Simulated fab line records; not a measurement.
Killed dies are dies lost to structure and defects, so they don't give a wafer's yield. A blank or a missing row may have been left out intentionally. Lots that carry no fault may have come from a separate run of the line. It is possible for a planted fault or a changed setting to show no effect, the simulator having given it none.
Matching of chambers -- flow n5-finfet -- N5_BEOL_M6_ETCH_65 on rie-diel-01 has 4 sister chambers
The step etches SiARC in CF4, target depth 15.6 nm, time 26 s. 18 wafers are shown with their chamber, then 9 later ones without.

EACH WAFER AND ITS CHAMBER
wafer,chamber,drypump-motor-current-A (A),throttle-valve-pct (%),showerhead-plenum-p-Torr (Torr)
L077.1,2,6.3,15.67,2.19
L077.2,0,5.5,15.39,2.15
L077.4,1,6.1,15.96,2.13
L080.2,0,5.5,15.39,2.15
L080.3,1,6.1,15.96,2.13
L080.4,2,6.3,15.68,2.18
L078.1,3,5.3,15.69,2.11
L078.2,0,5.4,15.39,2.15
L078.6,0,5.5,15.39,2.15
L081.1,1,6.1,15.95,2.13
L081.3,2,6.4,15.68,2.18
L081.6,1,6.1,15.97,2.13
L083.3,3,5.3,15.70,2.11
L083.4,1,6.1,15.97,2.13
L083.5,3,5.3,15.69,2.11
L088.1,0,5.4,15.46,2.14
L088.5,0,5.5,15.42,2.14
L088.6,1,6.1,16.01,2.12

SIGNATURES (averages over the wafers above)
reading,chamber 0,chamber 1,chamber 2,chamber 3,scatter within a chamber
drypump-motor-current-A,5.467,6.100,6.333,5.300,0.0378
throttle-valve-pct,15.4067,15.9700,15.6767,15.6933,0.0215
showerhead-plenum-p-Torr,2.1467,2.1283,2.1833,2.1100,0.0045
Rule: for each reading, subtract the chamber's mean from the wafer's reading, divide by that reading's scatter and square the result; add these up over the readings and take the root, which gives the wafer's distance from the chamber. The wafer belongs to the nearest chamber; if the next one is less than 2 further off, it can't be placed. The scatter: take each reading less its chamber's mean, square it, sum over the shown wafers, divide by the number of wafers less the number of chambers, and take the root.

WAFERS WITHOUT THEIR CHAMBER
wafer,drypump-motor-current-A (A),throttle-valve-pct (%),showerhead-plenum-p-Torr (Torr)
L090.1,5.3,15.21,2.11
L090.2,5.5,15.44,2.14
L090.6,5.5,15.45,2.14
L095.2,6.1,16.03,2.12
L095.4,5.3,15.24,2.11
L095.5,5.5,15.46,2.14
L097.1,5.3,15.26,2.10
L097.4,5.4,15.49,2.14
L097.6,6.4,15.23,2.17

CHAMBER TAKEN BY EACH
wafer,from the rows above,in truth
L090.1,0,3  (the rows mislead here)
L090.2,0,0
L090.6,0,0
L095.2,1,1
L095.4,0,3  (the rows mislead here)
L095.5,0,0
L097.1,0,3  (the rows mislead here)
L097.4,0,0
L097.6,2,2
Placed correctly: 6 of 9. Not placeable from these rows: 0. 3 placed wrongly.
